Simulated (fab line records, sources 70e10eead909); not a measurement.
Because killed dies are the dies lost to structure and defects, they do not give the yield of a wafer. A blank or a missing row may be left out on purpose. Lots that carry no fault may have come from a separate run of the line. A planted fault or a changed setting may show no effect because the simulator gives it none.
Chamber matching	flow nand-harc	cmp-04 running NHARC_A_BONDPAD_CMP_29: 4 sister chambers
The step polishes SiCN, target thk 200 nm. 16 wafers are shown with their chamber, then 8 later ones without.

## WAFERS, EACH WITH ITS CHAMBER
wafer	chamber	motor-current-A (A)	edge-zone-pressure-frac	slurry-flow-ml-min
L074.1	1	11.5	1.010	149.7
L074.2	0	12.6	0.995	150.3
L074.6	3	14.1	0.996	150.1
L078.2	3	14.1	1.003	149.3
L078.3	2	11.7	1.007	150.3
L078.6	2	10.9	1.007	151.1
L080.3	3	15.0	1.003	150.6
L080.5	2	11.5	1.006	150.2
L080.6	3	15.2	0.994	150.5
L082.1	0	12.1	0.994	149.7
L082.3	2	11.4	0.995	149.9
L082.5	2	11.5	0.998	150.2
L085.3	1	11.1	1.009	149.6
L085.5	2	11.1	1.001	150.2
L085.6	3	14.4	1.005	149.3
L087.1	3	14.0	1.013	150.4

SIGNATURES (means of the wafers above)
reading	chamber 0	chamber 1	chamber 2	chamber 3	scatter within a chamber
motor-current-A	12.350	11.300	11.350	14.467	0.403
edge-zone-pressure-frac	0.99450	1.00950	1.00233	1.00233	0.00551
slurry-flow-ml-min	150.000	149.650	150.317	150.033	0.48
Rule: for each reading, subtract the chamber's mean from the wafer's reading, divide by that reading's scatter and square the result; add these up over the readings and take the root, which gives the wafer's distance from the chamber. The wafer belongs to the nearest chamber; if the next one is less than 2 further off, it can't be placed. The scatter: take each reading less its chamber's mean, square it, sum over the shown wafers, divide by the number of wafers less the number of chambers, and take the root.

## WAFERS WITH NO CHAMBER GIVEN
wafer	motor-current-A (A)	edge-zone-pressure-frac	slurry-flow-ml-min
L087.5	11.9	1.006	150.0
L087.6	10.9	0.990	150.1
L088.4	11.0	1.003	150.4
L088.5	14.6	0.996	150.4
L088.6	11.0	0.993	149.9
L091.2	10.9	0.998	149.8
L091.3	12.3	0.995	150.5
L091.6	11.7	0.998	149.6

## EACH ONE'S CHAMBER
wafer	from the rows above	in truth
L087.5	can't be placed: 2 or 1 or 0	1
L087.6	can't be placed: 2 or 0 or 1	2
L088.4	can't be placed: 2 or 1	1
L088.5	3	3
L088.6	can't be placed: 2 or 1 or 0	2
L091.2	can't be placed: 2 or 1 or 0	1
L091.3	can't be placed: 0 or 2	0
L091.6	can't be placed: 2 or 0 or 1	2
Placed correctly: 1 of 8. From these rows, 7 cannot be placed; in 7 the true chamber is one of the candidates. 0 placed wrongly.
